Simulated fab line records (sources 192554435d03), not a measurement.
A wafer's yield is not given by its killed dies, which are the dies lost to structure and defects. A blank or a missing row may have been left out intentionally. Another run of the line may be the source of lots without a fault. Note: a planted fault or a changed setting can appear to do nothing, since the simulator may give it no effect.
Struck lot and sound lot, side by side :: flow n5 finfet :: 15 steps out of a route of 1938
Sound: wafers L691.2, L691.5, L691.6. Struck: wafers L679.1, L679.6. (L679.3 of the same lot was not struck and is left out.) The cause comes at the end.
At each step with rows: each side's tool, then ch and its chambers, then its first start. Under that, the readings that differ: sound wafers :: struck wafers :: difference of the means :: sigmas: that difference in standard deviations of wafers without a fault.
alike: readings with means less than 2 such deviations apart, plus words and numbers identical on both sides. not compared: withheld readings, readings lacking a value on some wafer, bounds such as >300 that could conceal the same value, and numbers that have no deviation in the record and whose values overlap.
The two part at a step that has a row with sigmas, a row that says differs or no value, or rows on one side only. Numbers that don't overlap but have no deviation are shown without sigmas and don't part them. A reading that every wafer of one side lacks parts them only if that side has two wafers or more.

N5_BEOL_M14_PRE_CLEAN_42: time 30 s.
  sound on pvd sputter-01, day 16 10:13; struck on pvd sputter-01, day 13 00:56
  alike: heater power w
then, 1 step without rows for these wafers: N5_BEOL_M14_SPUTTER_43 (material TaN, target thk 15 nm, time 24.19 s).
N5_BEOL_M14_SPUTTER_44: material Ta, target thk 15 nm, time 24.19 s.
  sound on pvd sputter-01, day 16 10:20; struck on pvd sputter-01, day 13 01:03
  alike: substrate temp c, throttle valve pct
then, 2 steps without rows for these wafers: N5_BEOL_M14_SPUTTER_45 (material Cu, target thk 100 nm, time 16.67 s); N5_BEOL_M14_ECD_47 (material Cu, target thk 1248 nm).
N5_BEOL_M14_ANNEAL_48: time 90 s.
  sound on rtp anneal-02 ch 0, day 16 10:46; struck on rtp anneal-02 ch 0, day 13 01:26
  alike: wafer_temp_C_max
N5_BEOL_M14_CMP_49: polishes, stops on SiO2, t overpolish 5.2 s, target thk 560 nm.
  sound on cmp-04 ch 0,1,2, day 16 11:08; struck on cmp-02 ch 1,3, day 13 01:46
  alike: barrier field endpoint s, head pressure psi, motor current A, overpolish run s, platen rpm, time to endpoint s
N5_BEOL_M14_THK_MEAS_50: measures by xrf.
  sound on film metro-02, day 16 11:20; struck on film metro-01, day 13 02:01
  alike: M14_THK
then, 1 step without rows for these wafers: N5_BEOL_M14_PRE_CLEAN_52 (time 15 s).
N5_BEOL_M14_DEP_53: deposits SiCN from 3MS/NH3, target thk 50 nm, time 17.8 s.
  sound on pecvd-01 ch 0,1, day 16 11:23; struck on pecvd-03 ch 1,2, day 13 02:05
  alike: showerhead plenum p Torr, showerhead vpp V, throttle valve pct
N5_BEOL_M14_RS_MEAS_54: a four-point-probe measurement.
  sound on film metro-02, day 16 11:27; struck on film metro-02, day 13 02:09
  alike: M14_RS
N5_BEOL_M14_INSPECT_55: inspects for defects (darkfield).
  sound on defect inspect-02, day 16 11:29; struck on defect inspect-01, day 13 02:11
  alike: raw defect count
N5_BEOL_M15_ILD_DEP_00: deposits SiO2 from TEOS/O2, target thk 1629.3 nm, time 346.1 s.
  sound on pecvd-03 ch 0,1,2, day 16 11:31; struck on pecvd-04 ch 1, day 13 02:13
reading: susceptor temp C (C)
sound: 399.93 399.87 399.94
struck: 397.53 397.16
difference: -2.57
sigmas: -12
  alike: heater power w, showerhead plenum p Torr, showerhead vpp V, throttle valve pct
N5_BEOL_M15_THK_MEAS_01:
  sound on film metro-02, day 16 11:46; struck on film metro-01, day 13 02:28
  alike: M15_ILD_THK
then, 1 step without rows for these wafers: N5_PASSIVATION_PROBE_49.

== WHERE THEY PART ==
At N5_BEOL_M15_ILD_DEP_00 and nowhere else, as far as this record goes. Later steps at which nothing parts them and some readings are alike: N5_BEOL_M15_THK_MEAS_01.

WHY: whatever the simulator had introduced
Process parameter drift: pecvd-04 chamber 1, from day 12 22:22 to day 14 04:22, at N5_BEOL_M15_ILD_DEP_00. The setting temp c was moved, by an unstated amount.
